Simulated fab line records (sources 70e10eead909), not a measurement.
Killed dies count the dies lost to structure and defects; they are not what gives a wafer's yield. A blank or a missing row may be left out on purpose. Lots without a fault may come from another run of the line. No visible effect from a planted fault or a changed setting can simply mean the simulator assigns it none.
fab line records	flow nand-harc	part 1 of 2: steps 1 to 4 of 6
[record] lots = 23	wafers = 69	last-day = 24
route steps=1159 shown A_CONTACT@867
lots with no fault: from the same line, run without faults
start-h: start of the lot's first displayed wafer, in hours after the record's first day	wait-h: hours elapsed since this lot's preceding step	" the same as in the row above	L1.1+2: a single row standing in for several wafers	- value missing, or start not given	* or withheld: withheld	< > ~ a bound
route shown NAME@n: NAME is a module with steps in the file, n the number in the route of the first one	usual: mean and standard deviation over wafers with no fault	same: alike in all rows	chamber/n: place in a boat	sites: readings site by site	_std_site: the values' standard deviation	_edge_site: outer sites' mean less inner sites'	radius-mm: for every site, how far away it sits from the centre of the wafer	mask NAME#n: copy n	behind: the last tool/chamber to shape the wafer	hold: reason for holding the lot/hours on hold/outcome of the hold	device: transistor that didn't switch, given as n, p or np	end of line: tests run on the same wafers once the route is complete	where a step has no rows: the recipe by itself	killed: dies lost to structure and defects at the first sort, not the wafer's yield	map: shows each die of a wafer: x if killed, . if not, _ if none is there
set.NAME: the setting as run; set.NAME@STEP: as run at that earlier step	model.NAME: the simulator's own value behind a step, which no gauge read
steps of the route over a sample of lots; a table a step, a row a wafer
services: when a tool's chamber went out of use (start-h, in hours from the record's first day, below 0 if earlier), for how many hours, and the reason
[[steps]]
[step NHARC_A_CONTACT_ETCH_116]
[recipe] source-w = withheld	pressure-mtorr = 20	bias-v = 3000	time-s = 94	target-depth-a = 9220	ar-flow-sccm = withheld	c4f8-flow-sccm = withheld	o2-flow-sccm = withheld	chemistry = C4F8/O2/Ar
lot.wafer	tool	chamber	start-h	wait-h	rf-hours-counter-h
L075.2	har-cap-etch-01	0	363.31	0.1	42
L075.4	"	0	"	"	-
L075.3	"	1	"	"	-
L074.1	har-cap-etch-02	0	369.46	0.1	15
L074.4	"	0	"	"	-
L074.5	"	1	"	"	-
L077.1	har-cap-etch-02	0	374.83	0.1	16
L077.4	"	1	"	"	-
L077.5	"	1	"	"	-
L076.2	har-cap-etch-03	0	376.16	0.1	93
L076.1	"	1	"	"	93
L076.6	"	0	"	"	-
L078.3	har-cap-etch-03	0	397.13	0.1	-
L078.5	"	1	"	"	-
L078.6	"	0	"	"	-
L080.2	har-cap-etch-02	1	402.69	0.1	20
L080.3	"	1	"	"	-
L080.4	"	0	"	"	-
L079.1	har-cap-etch-03	0	407.99	0.1	96
L079.2	"	1	"	"	96
L079.5	"	0	"	"	-
L082.2	har-cap-etch-03	1	413.93	0.1	98
L082.6	"	1	"	"	-
L082.5	"	0	"	"	-
L081.2	har-cap-etch-02	1	415.96	0.1	22
L081.4	"	0	"	"	-
L081.5	"	0	"	"	-
L083.2	har-cap-etch-01	1	427.68	0.1	54
L083.4	"	1	"	"	-
L083.3	"	0	"	"	-
L087.1	har-cap-etch-03	0	440.15	0.1	102
L087.4	"	0	"	"	-
L087.6	"	0	"	"	-
L085.1	har-cap-etch-01	0	440.18	0.1	56
L085.2	"	1	"	"	56
L085.3	"	0	"	"	-
L086.1	har-cap-etch-03	0	444.06	0.1	103
L086.3	"	0	"	"	-
L086.6	"	0	"	"	-
L088.1	har-cap-etch-01	1	448.37	0.1	58
L088.2	"	0	"	"	58
L088.4	"	1	"	"	-
L091.2	har-cap-etch-01	1	457.34	0.1	61
L091.4	"	1	"	"	-
L091.5	"	0	"	"	-
L090.1	har-cap-etch-03	1	457.47	0.1	105
L090.4	"	1	"	"	-
L090.3	"	0	"	"	-
L089.2	har-cap-etch-03	0	464.56	0.1	106
L089.3	"	0	"	"	-
L089.5	"	0	"	"	-
L092.3	har-cap-etch-03	1	470.43	0.1	-
L092.5	"	1	"	"	-
L092.6	"	0	"	"	-
L093.2	har-cap-etch-02	0	482.55	0.1	36
L093.3	"	0	"	"	-
L093.4	"	1	"	"	-
L094.1	har-cap-etch-03	0	483.03	0.1	110
L094.3	"	0	"	"	-
L094.5	"	1	"	"	-
L096.4	har-cap-etch-01	0	493.93	0.1	-
L096.3	"	1	"	"	-
L096.6	"	1	"	"	-
L097.2	har-cap-etch-03	0	494.06	0.1	113
L097.4	"	0	"	"	-
L097.5	"	1	"	"	-
L095.2	har-cap-etch-02	0	497.66	0.1	40
L095.3	"	1	"	"	-
L095.5	"	1	"	"	-
[step NHARC_A_CONTACT_STRIP_55]
[recipe] o2-flow-sccm = 500	ar-flow-sccm = 0	bias-w = 0	chemistry = O2
[usual] drypump-motor-current-A = 5.72/0.24	oes-product-au = 0.997/0.012	rf-vpp-V = 57.8/0.9	showerhead-plenum-p-Torr = 3.48/0.13	throttle-valve-pct = 17.035/0.0097
lot.wafer	tool	chamber	start-h	wait-h	drypump-motor-current-A	oes-product-au	rf-hours-counter-h	rf-vpp-V	showerhead-plenum-p-Torr	throttle-valve-pct
L075.3	rie-diel-01	1	-	-	5.87	1.009	17	57.1	3.32	17.050
L075.2	"	3	"	"	6.09	0.994	17	57.6	3.57	17.035
L075.4	"	0	"	"	5.38	1.000	-	58.0	3.57	17.041
L074.4	rie-diel-08	2	-	-	5.38	0.981	13	58.2	3.31	17.039
L074.1	"	0	"	"	5.59	0.990	13	59.4	3.46	17.019
L074.5	"	2	"	"	5.35	0.994	-	57.0	3.31	17.029
L077.1	rie-diel-08	1	-	-	5.92	0.992	15	58.6	3.66	17.024
L077.4	"	2	"	"	5.34	0.996	15	58.4	3.31	17.035
L077.5	"	0	"	"	5.61	1.004	-	56.5	3.46	17.035
L076.2	rie-diel-01	1	-	-	5.90	0.992	21	56.9	3.32	17.038
L076.1	"	0	"	"	5.40	0.991	24	58.2	3.57	17.026
L076.6	"	1	"	"	5.87	1.004	-	56.6	3.32	17.042
L078.3	rie-diel-08	1	-	-	5.92	0.996	18	57.4	3.66	17.029
L078.5	"	3	"	"	5.96	0.986	-	57.0	3.44	17.031
L078.6	"	0	"	"	5.59	1.004	-	57.8	3.46	17.037
L080.4	rie-diel-08	0	-	-	5.58	0.981	19	58.7	3.46	17.042
L080.2	"	1	"	"	5.93	0.980	19	59.1	3.66	17.035
L080.3	"	2	"	"	5.34	1.004	18	56.6	3.31	17.026
L079.1	rie-diel-08	1	-	-	5.92	1.000	20	59.0	3.66	17.039
L079.2	"	3	"	"	6.00	0.989	19	59.0	3.44	17.035
L079.5	"	2	"	"	5.36	0.998	-	57.2	3.31	17.043
L082.2	rie-diel-11	3	-	-	5.82	0.988	14	57.6	3.63	17.034
L082.5	"	1	"	"	5.77	0.973	-	58.1	3.43	17.035
L082.6	"	3	"	"	5.82	0.999	-	59.6	3.63	17.043
L081.2	rie-diel-01	3	-	-	6.13	0.981	36	57.2	3.56	17.037
L081.4	"	0	"	"	5.37	0.985	37	58.0	3.56	17.025
L081.5	"	2	"	"	5.79	0.998	-	59.7	3.68	17.025
L083.3	rie-diel-01	0	-	-	5.39	0.987	40	57.5	3.56	17.032
L083.2	"	3	"	"	6.11	0.989	39	58.2	3.56	17.028
L083.4	"	1	"	"	5.90	1.012	-	57.5	3.31	17.032
L085.2	rie-diel-11	1	-	-	5.77	0.972	22	56.5	3.42	17.027
L085.3	"	2	"	"	5.61	1.010	22	58.7	3.38	17.038
L085.1	"	3	"	"	5.82	0.987	26	58.1	3.63	17.045
L087.1	rie-diel-01	0	-	-	5.35	0.991	44	58.6	3.56	17.026
L087.6	"	3	"	"	6.11	0.973	-	58.6	3.56	17.015
L087.4	"	1	"	"	5.86	1.011	-	58.1	3.30	17.034
L086.3	rie-diel-08	2	-	-	5.37	1.015	30	57.3	3.30	17.049
L086.1	"	1	"	"	5.94	1.010	28	59.9	3.65	17.037
L086.6	"	0	"	"	5.61	1.014	-	59.1	3.45	17.031
L088.2	rie-diel-11	3	-	-	5.78	1.002	30	58.4	3.63	17.035
L088.1	"	0	"	"	5.48	1.015	29	57.9	3.67	17.043
L088.4	"	1	"	"	5.77	0.983	25	57.2	3.42	17.039
L091.4	rie-diel-08	0	-	-	5.58	1.002	34	58.5	3.45	17.027
L091.2	"	1	"	"	5.93	1.000	31	57.4	3.65	17.031
L091.5	"	0	"	"	5.56	1.001	-	57.3	3.45	17.036
L090.3	rie-diel-08	1	-	-	5.95	1.002	31	57.1	3.65	17.048
L090.1	"	2	"	"	5.36	0.999	33	55.8	3.30	17.025
L090.4	"	0	"	"	5.58	1.009	34	58.2	3.45	17.034
L089.3	rie-diel-11	3	-	-	5.85	0.989	37	58.1	3.62	17.032
L089.2	"	0	"	"	5.47	1.001	36	58.7	3.67	17.044
L089.5	"	2	"	"	5.62	1.007	-	58.2	3.38	17.044
L092.3	rie-diel-08	3	-	-	6.00	0.992	26	58.3	3.43	17.020
L092.5	"	2	"	"	5.33	1.008	-	55.7	3.30	17.053
L092.6	"	3	"	"	5.99	0.990	-	58.3	3.43	17.053
L093.3	rie-diel-11	1	-	-	5.81	0.994	41	57.9	3.41	17.048
L093.2	"	3	"	"	5.81	0.995	42	58.0	3.62	17.029
L093.4	"	0	"	"	5.46	1.001	44	59.1	3.66	17.049
L094.3	rie-diel-01	1	-	-	5.83	1.013	63	58.1	3.29	17.024
L094.1	"	0	"	"	5.37	0.998	65	55.2	3.55	17.051
L094.5	"	2	"	"	5.82	1.011	-	56.9	3.68	17.034
L096.4	rie-diel-08	2	-	-	5.38	0.993	1	59.0	3.30	17.032
L096.3	"	0	"	"	5.62	1.017	2	56.9	3.44	17.048
L096.6	"	1	"	"	5.94	1.000	-	59.0	3.65	17.040
L097.4	rie-diel-08	1	-	-	5.93	1.011	1	58.6	3.65	17.040
L097.2	"	0	"	"	5.61	1.025	2	58.6	3.45	17.028
L097.5	"	2	"	"	5.40	0.981	-	57.6	3.30	17.027
L095.3	rie-diel-08	2	-	-	5.39	0.992	2	57.1	3.30	17.018
L095.2	"	3	"	"	5.98	0.986	2	56.7	3.43	17.040
L095.5	"	3	"	"	5.96	1.001	-	56.7	3.43	17.030
[step NHARC_A_CONTACT_ETCH_129]
[recipe] source-w = withheld	pressure-mtorr = 20	bias-v = 1200	time-s = 155	target-depth-a = 9560	ar-flow-sccm = withheld	c4f8-flow-sccm = withheld	o2-flow-sccm = withheld	chemistry = C4F8/O2/Ar
lot.wafer	tool	chamber	start-h	wait-h	rf-hours-counter-h
L075.2	har-cap-etch-03	0	371.65	0.1	92
L075.3	"	0	"	"	-
L075.4	"	1	"	"	-
L074.1	har-cap-etch-01	0	380.53	0.1	45
L074.4	"	1	"	"	-
L074.5	"	0	"	"	-
L077.1	har-cap-etch-02	1	384.02	0.1	18
L077.4	"	1	"	"	-
L077.5	"	0	"	"	-
L076.1	har-cap-etch-01	1	385.38	0.1	47
L076.2	"	0	"	"	47
L076.6	"	1	"	"	-
L078.3	har-cap-etch-01	0	403.96	0.1	-
L078.6	"	0	"	"	-
L078.5	"	1	"	"	-
L080.2	har-cap-etch-01	0	411.89	0.1	50
L080.3	"	0	"	"	-
L080.4	"	1	"	"	-
L079.1	har-cap-etch-01	1	418.79	0.1	51
L079.2	"	0	"	"	51
L079.5	"	1	"	"	-
L082.2	har-cap-etch-02	1	424.04	0.1	23
L082.6	"	0	"	"	-
L082.5	"	1	"	"	-
L081.2	har-cap-etch-01	0	425.95	0.1	53
L081.4	"	0	"	"	-
L081.5	"	0	"	"	-
L083.2	har-cap-etch-02	0	436.36	0.1	26
L083.3	"	1	"	"	-
L083.4	"	0	"	"	-
L085.2	har-cap-etch-02	1	448.74	0.1	28
L085.1	"	0	"	"	28
L085.3	"	0	"	"	-
L087.1	har-cap-etch-01	1	450.10	0.1	59
L087.4	"	0	"	"	-
L087.6	"	0	"	"	-
L086.1	har-cap-etch-02	1	453.26	0.1	30
L086.3	"	1	"	"	-
L086.6	"	0	"	"	-
L088.2	har-cap-etch-03	1	455.44	0.1	104
L088.1	"	0	"	"	104
L088.4	"	0	"	"	-
L091.2	har-cap-etch-02	1	467.96	0.1	33
L091.4	"	1	"	"	-
L091.5	"	1	"	"	-
L090.1	har-cap-etch-01	0	468.70	0.1	63
L090.4	"	0	"	"	-
L090.3	"	1	"	"	-
L089.2	har-cap-etch-02	1	472.21	0.1	34
L089.3	"	1	"	"	-
L089.5	"	1	"	"	-
L092.3	har-cap-etch-02	0	477.59	0.1	-
L092.5	"	0	"	"	-
L092.6	"	1	"	"	-
L093.2	har-cap-etch-03	1	491.78	0.1	112
L093.3	"	0	"	"	-
L093.4	"	1	"	"	-
L094.1	har-cap-etch-02	0	491.96	0.1	38
L094.3	"	1	"	"	-
L094.5	"	1	"	"	-
L096.4	har-cap-etch-02	1	501.95	0.1	-
L096.3	"	0	"	"	-
L096.6	"	1	"	"	-
L097.2	har-cap-etch-01	1	502.82	0.1	67
L097.4	"	0	"	"	-
L097.5	"	0	"	"	-
L095.2	har-cap-etch-03	1	504.85	0.1	115
L095.3	"	0	"	"	-
L095.5	"	0	"	"	-
[step NHARC_A_CONTACT_ETCH_91]
[recipe] target-depth-a = 400	over-etch-frac = 0.5	time-s = 85.7	ion-energy-ev = 120	ch3f-flow-sccm = 50	o2-flow-sccm = 30	ar-flow-sccm = 200	rf-w = 500	bias-w = 100	chemistry = CH3F/O2
[usual] drypump-motor-current-A = 5.73/0.25	oes-product-au = 0.93/0.03	rf-vpp-V = 244.0/1.5	showerhead-plenum-p-Torr = 2.43/0.094	throttle-valve-pct = 20.663/0.0087
lot.wafer	tool	chamber	start-h	wait-h	drypump-motor-current-A	oes-product-au	rf-hours-counter-h	rf-vpp-V	showerhead-plenum-p-Torr	throttle-valve-pct
L075.3	rie-diel-08	0	372.81	0.5	5.61	0.92	13	244.2	2.41	20.676
L075.4	"	1	"	"	5.92	0.92	13	245.3	2.56	20.653
L075.2	"	2	"	"	5.36	0.91	13	241.8	2.30	20.645
L074.4	rie-diel-08	3	381.63	0.4	5.97	0.91	15	243.8	2.39	20.665
L074.1	"	0	"	"	5.58	0.92	16	244.2	2.41	20.668
L074.5	"	0	"	"	5.58	0.91	-	242.7	2.41	20.667
L077.1	rie-diel-01	0	385.16	0.5	5.37	0.91	27	245.1	2.49	20.681
L077.4	"	1	"	"	5.86	0.93	23	242.0	2.30	20.675
L077.5	"	3	"	"	6.09	0.91	-	244.9	2.49	20.662
L076.1	rie-diel-01	0	386.53	0.5	5.38	0.90	27	243.8	2.49	20.670
L076.2	"	1	"	"	5.84	0.93	24	244.4	2.31	20.658
L076.6	"	3	"	"	6.07	0.90	-	244.7	2.49	20.675
L078.3	rie-diel-08	0	405.10	0.5	5.58	0.92	19	243.6	2.41	20.656
L078.5	"	1	"	"	5.93	0.92	-	246.0	2.55	20.659
L078.6	"	2	"	"	5.34	0.92	-	242.6	2.30	20.665
L080.3	rie-diel-01	2	413.03	0.4	5.82	0.94	33	246.2	2.57	20.658
L080.4	"	3	"	"	6.14	0.91	35	245.3	2.48	20.660
L080.2	"	0	"	"	5.36	0.91	36	244.6	2.48	20.681
L079.2	rie-diel-08	0	419.93	0.5	5.58	0.94	22	243.1	2.41	20.661
L079.1	"	1	"	"	5.92	0.92	21	245.3	2.55	20.661
L079.5	"	0	"	"	5.60	0.93	-	242.7	2.41	20.670
L082.2	rie-diel-01	3	425.17	0.5	6.08	0.98	38	244.5	2.48	20.670
L082.6	"	1	"	"	5.86	1.02	-	241.9	2.30	20.663
L082.5	"	3	"	"	6.08	0.99	-	243.9	2.48	20.659
L081.2	rie-diel-01	3	427.08	0.5	6.09	0.91	38	244.4	2.48	20.670
L081.4	"	3	"	"	6.14	0.91	-	245.2	2.48	20.666
L081.5	"	0	"	"	5.39	0.92	-	243.9	2.48	20.669
L083.2	rie-diel-01	1	437.48	0.5	5.84	0.94	40	242.3	2.30	20.663
L083.3	"	0	"	"	5.37	0.91	43	244.3	2.48	20.662
L083.4	"	1	"	"	5.85	0.94	-	243.7	2.30	20.652
L085.3	rie-diel-01	0	449.88	0.4	5.36	0.92	48	245.4	2.48	20.674
L085.2	"	1	"	"	5.86	0.93	46	242.0	2.30	20.646
L085.1	"	3	"	"	6.05	0.92	47	247.6	2.48	20.662
L087.1	rie-diel-08	2	451.23	0.5	5.34	0.91	31	242.8	2.30	20.673
L087.4	"	3	"	"	5.98	0.99	21	243.5	2.39	20.665
L087.6	"	3	"	"	5.96	0.98	-	244.3	2.39	20.665
L086.1	rie-diel-11	2	454.39	0.5	5.59	0.94	28	243.1	2.35	20.656
L086.3	"	3	"	"	5.76	0.91	32	244.8	2.53	20.669
L086.6	"	1	"	"	5.79	0.90	-	243.5	2.38	20.665
L088.4	rie-diel-11	1	456.61	0.4	5.78	0.91	28	243.1	2.38	20.665
L088.1	"	3	"	"	5.82	0.92	33	244.4	2.53	20.669
L088.2	"	0	"	"	5.42	0.93	32	247.0	2.56	20.657
L091.4	rie-diel-11	1	469.09	0.4	5.78	0.92	35	243.3	2.38	20.667
L091.2	"	2	"	"	5.59	0.93	34	242.9	2.35	20.679
L091.5	"	2	"	"	5.60	0.93	-	242.6	2.35	20.669
L090.3	rie-diel-08	1	469.84	0.4	5.92	0.92	34	245.4	2.55	20.664
L090.1	"	2	"	"	5.31	0.93	36	241.2	2.29	20.648
L090.4	"	3	"	"	5.97	0.92	25	243.8	2.39	20.682
L089.2	rie-diel-08	2	473.34	0.5	5.40	0.94	37	241.0	2.29	20.662
L089.3	"	1	"	"	5.92	0.91	34	245.5	2.55	20.643
L089.5	"	2	"	"	5.36	0.92	-	242.4	2.29	20.660
L092.3	rie-diel-01	0	478.70	0.5	5.39	0.91	62	245.4	2.47	20.669
L092.5	"	0	"	"	5.37	0.92	-	244.0	2.47	20.665
L092.6	"	1	"	"	5.83	0.94	-	242.2	2.29	20.655
L093.4	rie-diel-08	0	493.07	0.6	5.60	0.94	2	244.0	2.40	20.666
L093.3	"	1	"	"	5.92	0.94	1	246.0	2.55	20.671
L093.2	"	2	"	"	5.37	0.92	1	241.7	2.29	20.669
L094.1	rie-diel-08	3	493.19	0.6	5.96	0.99	1	242.8	2.39	20.653
L094.3	"	0	"	"	5.57	1.02	2	243.5	2.40	20.664
L094.5	"	2	"	"	5.34	1.00	-	241.9	2.29	20.657
L096.4	rie-diel-11	1	503.06	0.5	5.78	0.91	48	242.2	2.37	20.679
L096.3	"	3	"	"	5.84	0.92	50	245.4	2.52	20.652
L096.6	"	0	"	"	5.46	0.93	-	246.4	2.55	20.648
L097.4	rie-diel-08	1	503.94	0.4	5.93	0.93	4	244.9	2.54	20.658
L097.2	"	0	"	"	5.58	0.94	4	244.0	2.40	20.657
L097.5	"	2	"	"	5.33	0.92	-	242.2	2.29	20.655
L095.3	rie-diel-01	1	505.96	0.4	5.87	1.01	2	240.7	2.29	20.668
L095.2	"	3	"	"	6.09	1.02	2	245.6	2.47	20.661
L095.5	"	2	"	"	5.82	1.01	-	245.4	2.56	20.657
